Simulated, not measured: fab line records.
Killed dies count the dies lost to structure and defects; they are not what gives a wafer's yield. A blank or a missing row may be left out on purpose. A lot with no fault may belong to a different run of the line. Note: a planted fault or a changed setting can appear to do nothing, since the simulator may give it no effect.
Which tool did it? | flow nand-harc | 6 lots, 18 wafers sampled, at 5 steps of a route of 1302

WHAT EACH GAUGE READ, for each wafer
NHARC_END_SORT_01.
lot  | measured     | on        | killed-at-array
L199 | day 29 20:06 | prober-01 | 60 76 64

WHICH TOOL RAN EACH LOT (tool, then ch and the chambers of the sampled wafers, then the start)
lot  | NHARC_A_WL_FILL_RTA_01           | NHARC_A_WL_FILL_STRIP_27             | NHARC_A_WL_FILL_STRIP_29           | NHARC_A_CONTACT_DEP_24
L187 | rtp-anneal-01 ch 0, day 20 22:28 | plasma-asher-02 ch 0,1, day 20 23:50 | rie-diel-12 ch 1,2, day 21 11:23   | pecvd-03 ch 0,1,2, day 21 17:54
L188 | rtp-anneal-02 ch 0, day 21 22:13 | plasma-asher-01 ch 0,1, day 21 23:38 | rie-diel-12 ch 0,1,3, day 22 09:30 | pecvd-02 ch 0,1, day 22 16:32
L199 | rtp-anneal-02 ch 0, day 26 00:45 | plasma-asher-02 ch 0, day 26 02:14   | rie-diel-10 ch 0,1,2, day 26 12:17 | pecvd-02 ch 0,2, day 26 18:45
L197 | rtp-anneal-02 ch 0, day 26 04:38 | plasma-asher-01 ch 0,1, day 26 06:28 | rie-diel-10 ch 0,3, day 26 16:37   | pecvd-01 ch 0,1, day 26 23:11
L201 | rtp-anneal-01 ch 0, day 26 13:39 | plasma-asher-01 ch 0,1, day 26 15:08 | rie-diel-10 ch 0,1,3, day 27 01:38 | pecvd-03 ch 0,1, day 27 08:01
L207 | rtp-anneal-02 ch 0, day 29 19:42 | plasma-asher-02 ch 0,1, day 29 21:08 | rie-diel-08 ch 1,2,3, day 30 09:06 | pecvd-01 ch 0,1, day 30 15:42
- NHARC_A_WL_FILL_RTA_01: time 5 s.
- NHARC_A_WL_FILL_STRIP_27: strips in N2/H2, time 20 s.
- NHARC_A_WL_FILL_STRIP_29: strips in O2, time 20 s.
- NHARC_A_CONTACT_DEP_24: deposits SiO2, target thk 500 nm.

THE ANSWER, worked out from the rows above alone
Rule: the lots themselves supply what counts as usual. The widest of any qualifying gaps counts: lots, ordered by their means at a reading, are off when they make up no more than a third of the lots, leave a main group of 4 or more, and stand apart from it by 3 or more times the standard deviation of that group's means. A main group whose means are all the same, to the digits that the tables above print for the reading, isn't used. A lot without any number at a reading at which 4 lots or more have one is off too. Where the step has rows for the other lots, those lots are counted as sound.
Nothing can be told from this: no lot is off at any reading shown.

WHAT WAS PUT IN BY THE SIMULATOR
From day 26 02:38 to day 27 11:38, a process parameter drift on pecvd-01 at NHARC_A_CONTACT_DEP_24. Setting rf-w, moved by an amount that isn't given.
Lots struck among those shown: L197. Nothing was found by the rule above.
